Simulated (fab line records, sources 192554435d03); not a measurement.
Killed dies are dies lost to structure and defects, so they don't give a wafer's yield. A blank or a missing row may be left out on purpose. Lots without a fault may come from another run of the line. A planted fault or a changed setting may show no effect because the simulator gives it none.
fab line records | flow n5_finfet
record lots=9 wafers=23 last_day=18
route steps=1938 shown SDB@358 HKMG_FIN@386 BEOL_M4@1111 PASSIVATION@1936
lots that met no fault: from a run of the same line without faults
start_h: hours from the record's first day to the start of the lot's first wafer shown | wait_h: hours since the lot's step before | " the same as in the row above | L1.1+2: a row that stands for several wafers | - no value, or no start given | * or withheld: withheld | < > ~ a bound
route shown NAME@n: a module of which the file shows steps, and the number in the route of the first | usual: mean/standard deviation of fault-free wafers | same: alike in all rows | chamber/n: place in a boat | sites: the reading at each site | _std_site: their standard deviation | _edge_site: outer sites' mean less inner sites' | radius_mm: how far each site lies from the wafer's centre | mask NAME#n: copy n | behind: the tool/chamber that last shaped the wafer | hold: why the lot was held/for how many hours/how that ended | device: the transistor (n, p or np) that didn't switch | end of line: the same wafers' tests at the end of the route | a step without rows: its recipe alone | killed: dies lost to structure and defects at the first sort, not the wafer's yield | map: a wafer's dies, x killed, . not, _ none there
set.NAME: the setting as run; set.NAME@STEP: as run at that earlier step | model.NAME: the simulator's own value behind a step, which no gauge read
steps of the route over a sample of lots; a table a step, a row a wafer
services: from which hour (start_h, from the record's first day; less than 0 if before it) a tool's chamber was out of use, for how many hours, and why
## steps
# step N5_SDB_INSPECT_13
# recipe mode=adi inspect_instrument=brightfield
# usual raw_defect_count=80/37
# columns lot.wafer tool chamber start_h wait_h raw_defect_count
L470.2 defect_inspect-02 - 76.43 0.0 66
L470.4 " - " " 81
L470.5 " - " " 96
L471.3 defect_inspect-01 - 82.67 0.0 46
L471.4 " - " " 38
L471.6 " - " " 57
L477.4 defect_inspect-02 - 120.11 0.0 106
L477.6 " - " " 64
L479.4 defect_inspect-01 - 134.47 0.0 90
L479.5 " - " " 65
L481.5 defect_inspect-02 - 144.17 0.0 91
L481.6 " - " " 87
L482.3 defect_inspect-02 - 153.44 0.0 201
L482.5 " - " " 144
L482.6 " - " " 65
L484.1 defect_inspect-02 - 169.80 0.0 86
L484.6 " - " " 98
L485.1 defect_inspect-01 - 172.04 0.0 86
L485.3 " - " " 154
L485.5 " - " " 108
L491.2 defect_inspect-02 - 202.29 0.0 69
L491.3 " - " " 57
L491.5 " - " " 63
# step N5_SDB_STRIP_21
# recipe chemistry=CF4 resist=SiARC power_w=300 bias_power_w=75 pressure_mtorr=50 cf4_flow_sccm=150 rf_frequency_hz=6e+07
# usual drypump_motor_current_A=5.7/0.31 oes_product_au=0.80/0.089 rf_vpp_V=271.3/1.6 showerhead_plenum_p_Torr=1.80/0.058 throttle_valve_pct=13.52/0.21
# columns lot.wafer tool chamber start_h wait_h drypump_motor_current_A oes_product_au rf_hours_counter_h rf_vpp_V showerhead_plenum_p_Torr throttle_valve_pct
L470.2 rie_diel-03 2 76.92 0.0 6.2 0.89 25 273.5 1.88 13.69
L470.4 " 3 " " 5.3 0.89 20 271.8 1.83 13.30
L470.5 " 3 " " 5.3 0.88 - 272.9 1.83 13.29
L471.3 rie_diel-03 2 82.95 0.0 6.1 0.88 28 275.3 1.88 13.68
L471.4 " 0 " " 5.7 0.68 224 272.5 1.83 13.76
L471.6 " 1 " " 5.9 0.67 - 269.9 1.78 14.08
L477.4 rie_diel-03 3 120.35 0.0 5.3 0.85 41 272.9 1.82 13.35
L477.6 " 0 " " 5.7 0.67 - 272.8 1.83 13.80
L479.4 rie_diel-05 0 134.75 0.0 5.6 0.70 - 269.5 1.78 13.56
L479.5 " 1 " " 5.4 0.80 - 272.5 1.88 13.36
L481.5 rie_diel-04 0 144.42 0.0 5.4 0.70 - 270.2 1.69 13.58
L481.6 " 3 " " 6.1 0.90 - 271.1 1.74 13.35
L482.3 rie_diel-03 3 153.71 0.0 5.3 0.83 56 272.5 1.82 13.39
L482.5 " 1 " " 5.9 0.93 - 269.5 1.77 13.55
L482.6 " 3 " " 5.3 0.83 - 272.7 1.82 13.37
L484.1 rie_diel-05 2 170.04 0.0 6.1 0.88 25 272.8 1.82 13.23
L484.6 " 3 " " 5.9 0.76 - 270.7 1.79 13.80
L485.1 rie_diel-04 3 172.44 0.0 6.2 0.88 30 269.9 1.74 13.36
L485.3 " 1 " " 6.0 0.70 184 269.2 1.70 13.36
L485.5 " 3 " " 6.2 0.89 - 271.6 1.74 13.37
L491.2 rie_diel-05 2 202.53 0.0 6.1 0.86 37 272.6 1.82 13.24
L491.3 " 3 " " 5.8 0.74 181 270.5 1.79 13.82
L491.5 " 2 " " 6.1 0.87 - 272.7 1.82 13.25
# step N5_SDB_STRIP_22
# recipe chemistry=N2/H2 power_w=1000 temp_c=250 h2_frac=0.65 overash_fraction=0.3 pressure_mtorr=withheld n2_flow_sccm=1750 h2_flow_sccm=3250
# usual drypump_motor_current_A=5.5/0.59 heater_power_w=325/14 oes_product_au=0.715/0.005 strip_time_to_endpoint_s=96.3/0.5
# same overash_fraction=0.3
# columns lot.wafer tool chamber start_h wait_h drypump_motor_current_A heater_power_w oes_product_au rf_hours_counter_h strip_time_to_endpoint_s
L470.2 plasma_asher-02 1 77.03 0.1 5.1 322 0.716 39 96.7
L470.4 " 0 " " 5.4 321 0.720 - 96.6
L470.5 " 0 " " 5.4 325 0.722 - 96.6
L471.3 plasma_asher-02 0 83.09 0.1 5.4 326 0.719 - 96.7
L471.4 " 1 " " 5.1 306 0.717 - 96.5
L471.6 " 0 " " 5.5 316 0.711 - 96.3
L477.4 plasma_asher-02 0 120.58 0.2 5.4 322 0.724 - 96.7
L477.6 " 1 " " 5.1 311 0.721 - 96.4
L479.4 plasma_asher-02 0 134.88 0.1 5.4 316 0.720 - 96.1
L479.5 " 0 " " 5.4 322 0.715 - 95.7
L481.5 plasma_asher-01 0 144.59 0.1 6.8 338 0.712 - 96.2
L481.6 " 1 " " 5.0 341 0.714 - 95.7
L482.3 plasma_asher-01 1 153.85 0.1 5.0 346 0.717 - 96.5
L482.5 " 0 " " 6.8 341 0.707 - 96.5
L482.6 " 1 " " 5.0 351 0.715 - 96.5
L484.1 plasma_asher-01 0 170.14 0.1 6.7 343 0.710 92 95.5
L484.6 " 1 " " 5.0 339 0.710 - 95.8
L485.1 plasma_asher-02 1 172.57 0.1 5.1 304 0.719 63 95.4
L485.3 " 1 " " 5.1 305 0.719 - 97.3
L485.5 " 1 " " 5.1 308 0.713 - 96.0
L491.2 plasma_asher-02 0 202.63 0.1 5.4 325 0.720 70 95.9
L491.3 " 1 " " 5.1 312 0.711 - 95.7
L491.5 " 1 " " 5.1 317 0.705 - 95.5
# step N5_HKMG_FIN_HK_ALD_01
# recipe material=HfO2 target_thk_a=16 temp_c=withheld ald_precursor_family=HfCl4 ald_co_reactant=H2O pulse_time_s=3 purge_time_s=3 co_reactant_purge_time_s=2.5 co_reactant_pulse_time_s=0.3 ald_cycles=30
# usual ald_cycles=30/0 precursor_pulse_height_rel=1.001/0.02
# same co_reactant_purge_time_s=2.5
# columns lot.wafer tool chamber start_h wait_h ald_cycles precursor_pulse_height_rel
L470.2 ald_hk-02 3 81.23 0.0 30 1.009
L470.4 " 2 " " 30 0.969
L470.5 " 1 " " 30 1.012
L471.3 ald_hk-02 2 87.23 0.0 30 1.000
L471.4 " 1 " " 30 1.007
L471.6 " 2 " " 30 0.980
L477.4 ald_hk-02 0 124.79 0.0 26 0.978
L477.6 " 1 " " 30 0.996
L479.4 ald_hk-02 0 139.04 0.0 26 1.032
L479.5 " 2 " " 26 1.022
L481.5 ald_hk-02 0 149.25 0.1 26 0.970
L481.6 " 3 " " 30 1.047
L482.3 ald_hk-01 2 158.72 0.1 30 1.007
L482.5 " 3 " " 30 0.997
L482.6 " 0 " " 30 1.005
L484.1 ald_hk-01 3 174.46 0.0 30 1.006
L484.6 " 3 " " 30 0.981
L485.1 ald_hk-03 2 176.70 0.0 30 0.987
L485.3 " 1 " " 30 0.972
L485.5 " 2 " " 30 1.009
L491.2 ald_hk-01 1 207.71 0.0 30 1.001
L491.3 " 3 " " 30 1.029
L491.5 " 0 " " 30 1.025
# step N5_HKMG_FIN_THK_MEAS_70
# recipe thk_meas_gauge=xrf reads=HfO2_of_HKMG_FIN_HK_ALD_01
# usual HK_THK=1.580/0.022
# columns lot.wafer tool chamber start_h wait_h HK_THK[nm]
L470.2 film_metro-02 - 84.82 0.2 1.612
L470.4 " - " " 1.582
L470.5 " - " " 1.592
L471.3 film_metro-01 - 90.68 0.2 1.593
L471.4 " - " " 1.570
L471.6 " - " " 1.580
L477.4 film_metro-02 - 128.31 0.2 1.356
L477.6 " - " " 1.575
L479.4 film_metro-02 - 142.63 0.0 1.393
L479.5 " - " " 1.310
L481.5 film_metro-01 - 152.62 0.0 1.365
L481.6 " - " " 1.586
L482.3 film_metro-01 - 162.58 0.2 1.628
L482.5 " - " " 1.563
L482.6 " - " " 1.575
L484.1 film_metro-01 - 177.92 0.2 1.592
L484.6 " - " " 1.596
L485.1 film_metro-01 - 180.21 0.2 1.567
L485.3 " - " " 1.566
L485.5 " - " " 1.583
L491.2 film_metro-02 - 212.04 0.2 1.565
L491.3 " - " " 1.591
L491.5 " - " " 1.591
# step N5_BEOL_M4_RC_MEAS_101
# usual DIBL_N=36.2/2.4 DIBL_P=36.2/2.6 EOT_N=10.53/0.11 EOT_P=10.48/0.11 IGATE_N=0.0125/0.0023 IGATE_P=0.0037/0.00067 IOFF_N=0.16/0.045 IOFF_P=0.21/0.046 ION_N=674/17 ION_P=463/11 SS_N=71.5/0.77 SS_P=73.1/0.76 VT_N=250/3.9 VT_P=-250/3.9
# columns lot.wafer tool chamber start_h wait_h DIBL_N[mV/V] DIBL_P[mV/V] EOT_N EOT_P IGATE_N[nA/um] IGATE_P[nA/um] IOFF_N[nA/um] IOFF_P[nA/um] ION_N[uA/um] ION_P[uA/um] SS_N[mV/dec] SS_P[mV/dec] VT_N[mV] VT_P[mV]
L470.2 prober-01 0 165.86 0.2 34.6 37.3 10.58 10.42 0.0115 0.0034 0.13 0.16 646 439 71.7 73.4 258 -258
L470.4 " 0 " " 32.8 36.1 10.43 10.45 0.0137 0.0041 0.12 0.15 677 470 71.7 72.2 253 -257
L470.5 " 0 " " 31.4 34.6 10.48 10.37 0.0136 0.0041 0.10 0.14 658 457 70.6 72.7 255 -258
L471.3 prober-01 0 178.94 0.3 36.5 38.4 10.55 10.50 0.0112 0.0033 0.18 0.25 678 464 71.1 73.2 247 -246
L471.4 " 0 " " 37.6 38.5 10.44 10.44 0.0155 0.0046 0.20 0.26 701 476 71.8 73.6 245 -246
L471.6 " 0 " " 35.0 35.3 10.64 10.51 0.0106 0.0032 0.13 0.19 649 453 70.9 72.6 255 -250
L477.4 prober-01 0 243.98 0.5 38.7 39.4 10.03 10.02 0.0622 0.0178 0.21 0.23 682 455 71.7 74.8 248 -250
L477.6 " 0 " " 40.4 40.8 10.38 10.41 0.0164 0.0046 0.25 0.26 720 485 71.9 74.6 244 -249
L479.4 prober-01 0 248.01 0.5 33.0 33.0 10.04 10.07 0.0616 0.0188 0.11 0.18 676 476 70.5 72.1 254 -250
L479.5 " 0 " " 34.0 33.9 10.08 10.04 0.0605 0.0184 0.12 0.18 673 472 70.1 72.6 254 -248
L481.5 prober-01 0 252.08 0.6 36.0 34.5 10.07 9.89 0.0678 0.0197 0.18 0.22 682 470 72.5 73.5 246 -248
L481.6 " 0 " " 35.0 33.6 10.55 10.48 0.0122 0.0036 0.14 0.21 681 476 71.0 73.0 251 -251
L482.3 prober-01 0 254.58 0.3 39.9 39.5 10.76 10.61 0.0071 0.0021 0.23 0.33 676 469 73.1 74.4 246 -244
L482.5 " 0 " " 36.7 35.6 10.65 10.52 0.0118 0.0036 0.16 0.24 674 469 71.7 73.7 250 -247
L482.6 " 0 " " 36.6 35.2 10.46 10.40 0.0129 0.0040 0.16 0.24 696 476 71.7 73.8 250 -246
L484.1 prober-02 0 259.19 0.0 34.9 33.0 10.66 10.65 0.0091 0.0028 0.13 0.20 682 473 71.2 72.7 251 -248
L484.6 " 0 " " 38.4 36.2 10.83 10.76 0.0080 0.0024 0.19 0.26 638 453 72.1 73.6 248 -246
L485.1 prober-02 0 276.63 0.0 37.7 38.1 10.53 10.50 0.0138 0.0042 0.20 0.25 704 477 71.0 74.4 247 -249
L485.3 " 0 " " 38.0 37.1 10.47 10.47 0.0131 0.0040 0.19 0.23 680 468 71.1 73.9 249 -250
L485.5 " 0 " " 38.6 38.9 10.61 10.52 0.0119 0.0036 0.20 0.26 692 468 72.1 73.7 247 -247
L491.2 prober-01 0 319.56 0.9 33.8 34.0 10.61 10.59 0.0101 0.0030 0.13 0.21 661 458 71.6 72.5 253 -248
L491.3 " 0 " " 38.3 38.9 10.52 10.57 0.0116 0.0034 0.21 0.28 687 475 71.9 73.3 247 -245
L491.5 " 0 " " 32.8 33.3 10.44 10.42 0.0132 0.0039 0.12 0.19 688 477 72.0 71.6 253 -250
# step N5_PASSIVATION_PROBE_49
# usual defect_limited_yield=91.2/1.4 killed_at_M0_to_M3=33/9.5 killed_at_M4_up=13/4.7 killed_at_contacts=11/5.3 killed_at_front_end=42/12 killed_at_other=5/3.3 killed_dies=104/17 killed_open=67/12 killed_short=33/7.7 sort_bin_4_leakage=0.01/0.058 sort_bin_5_function=5.1/0.94 sort_bin_6_memory=3.3/0.67 sort_bin_8_speed=0.1/1.3 sort_n_pass=1074/24 sort_yield_pct=91.1/2
# same gross_dies=1180 killed_at_back_side=0
# columns lot.wafer tool chamber start_h wait_h defect_limited_yield[%] killed_at_M0_to_M3 killed_at_M4_up killed_at_contacts killed_at_front_end killed_at_other killed_dies killed_open killed_short sort_bin_4_leakage[%] sort_bin_5_function[%] sort_bin_6_memory[%] sort_bin_8_speed[%] sort_n_pass sort_yield_pct[%]
L470.2 prober-02 - 243.16 0.1 93.2 26 6 11 31 6 80 53 27 0 3.6 3.1 0.4 1095 92.8
L470.4 prober-02 - 243.26 0.2 91.2 36 11 11 43 3 104 71 32 0 5.3 3.3 0 1076 91.2
L470.5 prober-02 - 243.31 0.2 90.8 30 9 15 43 12 109 70 38 0 5.3 3.6 0 1071 90.8
L479.4 prober-02 - 357.10 0.2 88.7 58 16 9 48 2 133 87 42 48.98 6.3 4.7 0 469 39.7
L479.5 prober-02 - 357.15 0.2 90.3 46 15 19 25 9 114 67 41 49.32 5.8 3.4 0 484 41.0
L477.4 prober-02 - 366.56 0.2 89.4 58 5 14 40 8 125 84 41 57.63 5.9 4.5 0 375 31.8
L477.6 prober-02 - 366.66 0.3 92.8 24 15 9 32 5 85 54 30 0.08 3.9 3.1 0 1094 92.7
L481.5 prober-01 - 379.58 1.5 91.5 23 14 6 55 2 100 62 35 69.07 6.1 2.1 0 265 22.5
L481.6 prober-01 - 379.63 1.6 87.8 37 16 12 68 11 144 87 57 0 7.4 4.4 0 1036 87.8
L484.1 prober-02 - 391.80 0.0 90.9 30 7 10 58 2 107 60 39 0 4.6 3.1 0 1073 90.9
L484.6 prober-02 - 392.05 0.3 89.6 30 14 6 72 1 123 83 33 0 6.8 3.1 0.1 1056 89.5
L485.1 prober-01 - 391.96 0.0 89.8 48 18 9 41 4 120 72 48 0 5.5 4.3 0 1060 89.8
L485.3 prober-01 - 392.06 0.1 92.3 20 7 17 40 7 91 56 34 0 4.7 2.7 0 1089 92.3
L485.5 prober-01 - 392.16 0.2 90.3 32 14 13 47 8 114 75 35 0 5.7 3.2 0 1066 90.3
# killed by level:class
L470.2 STI_FIN_REVEAL:geometric_particle:open=10 MOL_CONTACT_COAG:geometric_particle:open=8 BEOL_M0_SAQP:geometric_particle:short=6 BEOL_M0_SAQP:geometric_particle:open=5 BEOL_M2:geometric_particle:open=5 BEOL_M3:geometric_particle:open=5 FIN_SAQP:geometric_particle:short=4 GATE_CUT:geometric_particle:short=4
L470.4 GATE_CUT:geometric_particle:short=9 GATE_CUT:geometric_particle:open=9 MOL_CONTACT_COAG:geometric_particle:open=9 BEOL_M0_SAQP:geometric_particle:open=8 BEOL_M1:geometric_particle:open=8 FIN_SAQP:geometric_particle:short=6 BEOL_M2:geometric_particle:open=6 BEOL_M0:geometric_particle:open=5
L470.5 FIN_SAQP:geometric_particle:short=12 MOL_CONTACT_COAG:geometric_particle:open=12 FIN_SAQP:geometric_particle:open=7 STI_FIN_REVEAL:geometric_particle:open=6 BEOL_M0_SAQP:geometric_particle:open=6 BEOL_M3:geometric_particle:open=6 BEOL_M4:geometric_particle:open=5 MIM_TOP_ETCH:geometric_particle:open=5
L479.4 STI_FIN_REVEAL:geometric_particle:open=17 BEOL_M0_SAQP:geometric_particle:open=16 BEOL_M0_SAQP:geometric_particle:short=13 FIN_SAQP:geometric_particle:open=7 BEOL_M4:geometric_particle:open=7 MOL_CONTACT_COAG:geometric_particle:open=7 STI_FIN_REVEAL:geometric_particle:short=7 STARTING-WAFER:geometric_particle:open=7
L479.5 MOL_CONTACT_COAG:geometric_particle:open=13 BEOL_M3:geometric_particle:short=11 STI_FIN_REVEAL:geometric_particle:open=10 BEOL_M0_SAQP:geometric_particle:open=10 BEOL_M0_SAQP:geometric_particle:short=8 BEOL_M1:geometric_particle:open=8 MOL_CONTACT_COAG:geometric_particle:short=6 PASS1_DEP:geometric_particle:open=5
L477.4 BEOL_M0_SAQP:geometric_particle:short=18 BEOL_M0_SAQP:geometric_particle:open=18 STI_FIN_REVEAL:geometric_particle:open=14 MOL_CONTACT_COAG:geometric_particle:open=13 BEOL_M2:geometric_particle:open=10 FIN_SAQP:geometric_particle:open=6 BEOL_M1:geometric_particle:open=5 FIN_SAQP:geometric_particle:short=4
L477.6 MOL_CONTACT_COAG:geometric_particle:open=9 BEOL_M3:geometric_particle:open=8 BEOL_M4:geometric_particle:open=8 FIN_SAQP:geometric_particle:short=6 FIN_SAQP:geometric_particle:open=5 BEOL_M3:geometric_particle:short=5 STI_FIN_REVEAL:geometric_particle:open=4 BEOL_M0_SAQP:geometric_particle:open=4
L481.5 STI_FIN_REVEAL:geometric_particle:open=12 FIN_SAQP:geometric_particle:short=11 FIN_SAQP:geometric_particle:open=9 STI_FIN_REVEAL:geometric_particle:short=7 DUMMY_GATE:geometric_particle:open=6 BEOL_M0_SAQP:geometric_particle:short=5 BEOL_M0_SAQP:geometric_particle:open=5 BEOL_M2:geometric_particle:open=5
L481.6 FIN_SAQP:geometric_particle:open=19 FIN_SAQP:geometric_particle:short=14 STI_FIN_REVEAL:geometric_particle:open=9 BEOL_M1:geometric_particle:open=8 BEOL_M4:geometric_particle:open=8 MOL_CONTACT_COAG:geometric_particle:open=7 STARTING-WAFER:geometric_particle:short=6 BEOL_M0_SAQP:geometric_particle:short=6
L484.1 STI_FIN_REVEAL:geometric_particle:open=14 STI_FIN_REVEAL:geometric_particle:short=10 MOL_CONTACT_COAG:geometric_particle:open=9 BEOL_M0_SAQP:geometric_particle:short=8 GATE_CUT:geometric_particle:short=8 BEOL_M2:geometric_particle:open=7 FIN_SAQP:geometric_particle:open=6 HKMG_FIN:area_etch=6
L485.1 FIN_SAQP:geometric_particle:open=12 BEOL_M0_SAQP:geometric_particle:short=12 BEOL_M4:geometric_particle:open=9 BEOL_M0_SAQP:geometric_particle:open=9 BEOL_M1:geometric_particle:open=9 MOL_CONTACT_COAG:geometric_particle:open=8 BEOL_M3:geometric_particle:open=8 FIN_SAQP:geometric_particle:short=7
L484.6 FIN_SAQP:geometric_particle:open=17 STI_FIN_REVEAL:geometric_particle:open=16 BEOL_M2:geometric_particle:open=10 FIN_SAQP:geometric_particle:short=9 BEOL_M0_SAQP:geometric_particle:open=7 MOL_CONTACT_COAG:geometric_particle:open=6 GATE_CUT:geometric_particle:open=5 BEOL_M0_SAQP:geometric_particle:short=5
L485.3 MOL_CONTACT_COAG:geometric_particle:open=14 FIN_SAQP:geometric_particle:open=9 STI_FIN_REVEAL:geometric_particle:open=6 BEOL_M0_SAQP:geometric_particle:short=6 DUMMY_GATE:geometric_particle:open=5 FIN_SAQP:geometric_particle:short=4 BEOL_M0_SAQP:geometric_particle:open=4 STARTING-WAFER:geometric_particle:short=4
L485.5 FIN_SAQP:geometric_particle:open=15 MOL_CONTACT_COAG:geometric_particle:open=12 FIN_SAQP:geometric_particle:short=9 STI_FIN_REVEAL:geometric_particle:open=9 BEOL_M3:geometric_particle:open=9 BEOL_M1:geometric_particle:open=6 GATE_CUT:geometric_particle:short=5 BEOL_M3:geometric_particle:short=4
## services
# columns tool chamber start_h hours kind
ald_hk-02 - 53.58 0.5 repair
plasma_asher-01 - 64.56 1.5 repair
plasma_asher-01 - 66.56 2.4 repair
rie_diel-05 2 71.65 3.2 repair
rie_diel-05 1 71.87 4.6 repair
ald_hk-01 - 79.91 8.7 pm
ald_hk-03 - 85.90 2.7 repair
rie_diel-03 1 92.52 - clean
rie_diel-03 1 92.52 - consumable_replace:focus_ring
rie_diel-03 1 92.52 24.2 scheduled_down
rie_diel-03 1 92.52 24.2 vent_cycle
ald_hk-01 - 94.40 0.6 repair
plasma_asher-01 - 96.73 40.1 repair
rie_diel-04 - 102.73 1.1 repair
ald_hk-01 - 103.87 1.7 repair
rie_diel-05 2 126.24 11.1 repair
ald_hk-03 - 135.81 1.2 pm
rie_diel-03 0 141.00 - clean
rie_diel-03 0 141.00 - consumable_replace:focus_ring
rie_diel-03 0 141.00 21.1 scheduled_down
ald_hk-01 - 176.01 2.8 pm
ald_hk-02 - 190.77 2.8 pm
rie_diel-03 3 191.96 1.7 repair
ald_hk-02 - 205.17 0.5 repair
## key
first_sign step=N5_HKMG_FIN_HK_ALD_01 reading=ald_cycles direction=down sigmas=99+ usual=* struck=*
effect step=N5_HKMG_FIN_THK_MEAS_70 reading=HK_THK direction=down sigmas=10 usual=1.580 struck=1.356
effect step=N5_BEOL_M4_RC_MEAS_101 reading=IGATE_P direction=up sigmas=22 usual=0.0037 struck=0.0187
effect step=N5_BEOL_M4_RC_MEAS_101 reading=IGATE_N direction=up sigmas=22 usual=0.0125 struck=0.0630
effect step=N5_BEOL_M4_RC_MEAS_101 reading=EOT_N direction=down sigmas=4.4 usual=10.53 struck=10.05
effect step=N5_BEOL_M4_RC_MEAS_101 reading=EOT_P direction=down sigmas=4.3 usual=10.48 struck=10.01
effect step=N5_PASSIVATION_PROBE_49 reading=sort_bin_4_leakage direction=up sigmas=99+ usual=0.01 struck=56.25
met_at N5_HKMG_FIN_HK_ALD_01
struck_lots L477,L479,L481
struck_wafers L477.4,L479.4,L479.5,L481.5
not_acting_at N5_SDB_INSPECT_13,N5_SDB_STRIP_21,N5_SDB_STRIP_22
onset_between 87.23 124.79
fault kind=process_parameter_drift tool=ald_hk-02 chamber=- onset_h=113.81 steps=N5_HKMG_FIN_HK_ALD_01 channel=ald_cycles offset=* shape=step end_h=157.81 scope=struck_wafers_only acts_in=* stated=*
